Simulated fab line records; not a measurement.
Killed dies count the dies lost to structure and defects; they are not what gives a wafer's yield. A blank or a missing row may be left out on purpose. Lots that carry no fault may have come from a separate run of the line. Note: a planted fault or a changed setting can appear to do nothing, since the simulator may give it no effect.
Comparing a struck lot with a sound one | flow n5_finfet | 26 out of 1938 route steps
Sound: the wafers L913.2, L913.5, L913.6. Struck: wafer L903.5 (L903.1, L903.2, from the same lot, were not struck and are left out); the cause is given at the end.
At each step with rows: each side's tool, then ch and its chambers, then its first start. Under that, the readings that differ: sound wafers | struck wafers | difference of the means | sigmas: that difference in standard deviations of wafers without a fault.
alike: same words and numbers on both sides, and readings whose means sit less than 2 such deviations apart. not compared: any withheld reading, any reading some wafer has no value for, any bound like >300 that may hide the same value, and any number with overlapping values for which the record gives no deviation.
Wherever a step has rows on one side only, a row that says differs or no value, or a row with sigmas, the two part there. When numbers do not overlap yet have no deviation, they are printed without sigmas and do not part them. Lack of a reading on every wafer of one side parts them only where that side has two or more wafers.

first, 9 steps without rows for these wafers: N5_BEOL_M0_SAQP_COAT_34 (resist thk 30 nm); N5_BEOL_M0_SAQP_EBR_36; N5_BEOL_M0_SAQP_SOFTBAKE_35 (time 60 s); N5_BEOL_M0_SAQP_EXPOSE_37 (exposes mask M0 CUT1, target cd 30 nm); N5_BEOL_M0_SAQP_PEB_38 (peb time 60 s); N5_BEOL_M0_SAQP_DEVELOP_39 (develop time 30 s); N5_BEOL_M0_SAQP_DESCUM_45 (chemistry O2, time 7 s); N5_BEOL_M0_SAQP_ETCH_88 (etches underlayer in N2/H2, target depth 6.5 nm, time 5.2 s); N5_BEOL_M0_SAQP_ETCH_73 (etches SiARC in CF4, target depth 19.5 nm, time 32.5 s).
N5_BEOL_M0_SAQP_CUT_ETCH_46: etches SOC in N2/H2, target depth 135 nm, overetch 27 nm, time 202.5 s.
  sound on rie_diel-03 ch 0,1,3, day 11 03:02; struck on rie_diel-02 ch 0, day 8 10:43
  alike: drypump_motor_current_A, n2_flow_sccm, rf_vpp_V, showerhead_plenum_p_Torr, throttle_valve_pct
  not compared: rf_hours_counter_h
then, 12 steps without rows for these wafers: N5_BEOL_M0_SAQP_STRIP_74 (strips in N2/H2); N5_BEOL_M0_SAQP_STRIP_89 (strips in N2/H2); N5_BEOL_M0_SAQP_ALD_48 (deposits SiO2, target thk 20 nm, pulse time 1 s, co reactant pulse time 1 s); N5_BEOL_M0_SAQP_ETCH_49 (etches SiO2 in CF4/O2, target depth 37 nm); N5_BEOL_M0_SAQP_STRIP_75 (strips in CF4); N5_BEOL_M0_CUTY_COAT_50 (time 60 s, resist thk 15 nm); N5_BEOL_M0_CUTY_COAT_51 (resist thk 150 nm); N5_BEOL_M0_CUTY_EBR_52; N5_BEOL_M0_CUTY_SOFTBAKE_53 (time 60 s); N5_BEOL_M0_CUTY_EXPOSE_54 (exposes mask M0 ABLK); N5_BEOL_M0_CUTY_PEB_55 (peb time 60 s); N5_BEOL_M0_CUTY_DEVELOP_56 (develop time 30 s).
N5_BEOL_M0_CUTY_INSPECT_59: inspects for defects (macro).
  struck on defect_inspect-01, day 8 11:59; sound on defect_inspect-01, day 11 04:23
  reading          | sound | struck | difference | sigmas
  raw_defect_count | 1 3 3 | 11     | +9         | +6
then, 1 step without rows for these wafers: N5_BEOL_M0_CUTY_DESCUM_61 (chemistry O2, time 7.9 s).
-- the record jumps here: 2 days lie between the struck wafers' starts before and after (it left off in module BEOL_M0_CUTY and takes up again in module BEOL_M4, whose first step shown is number 1111 of the route) --
N5_BEOL_M4_RC_MEAS_101:
  sound on prober-01 ch 0, day 13 03:39; struck on prober-02 ch 0, day 10 16:36
  reading       | sound          | struck | difference | sigmas
  ION_P (uA/um) | 460 469 461    | 484    | +21        | +2
  VT_P (mV)     | -253 -247 -253 | -242   | +9         | +2
  alike: DIBL_N, DIBL_P, IOFF_N, IOFF_P, ION_N, SS_N, SS_P, VT_N
-- record jumps: 5 days separate the struck wafers' starts on either side; left off in module BEOL_M4, taken up again in module PASSIVATION, whose first shown step is the route's number 1936 --
N5_PASSIVATION_PROBE_49:
  struck on prober-02, day 15 07:29; sound on prober-01, day 17 11:07
  alike: defect_limited_yield, killed_at_M0_to_M3, killed_at_M4_up, killed_at_contacts, killed_at_front_end, killed_at_other, killed_dies, killed_open, killed_short, sort_bin_5_function, sort_bin_6_memory, sort_n_pass, sort_yield_pct

== WHERE THEY PART ==
At N5_BEOL_M0_CUTY_INSPECT_59 first; at N5_BEOL_M4_RC_MEAS_101 last (within this record only). Later steps at which nothing parts them and some readings are alike: N5_PASSIVATION_PROBE_49.

WHY: what had been put in by the simulator
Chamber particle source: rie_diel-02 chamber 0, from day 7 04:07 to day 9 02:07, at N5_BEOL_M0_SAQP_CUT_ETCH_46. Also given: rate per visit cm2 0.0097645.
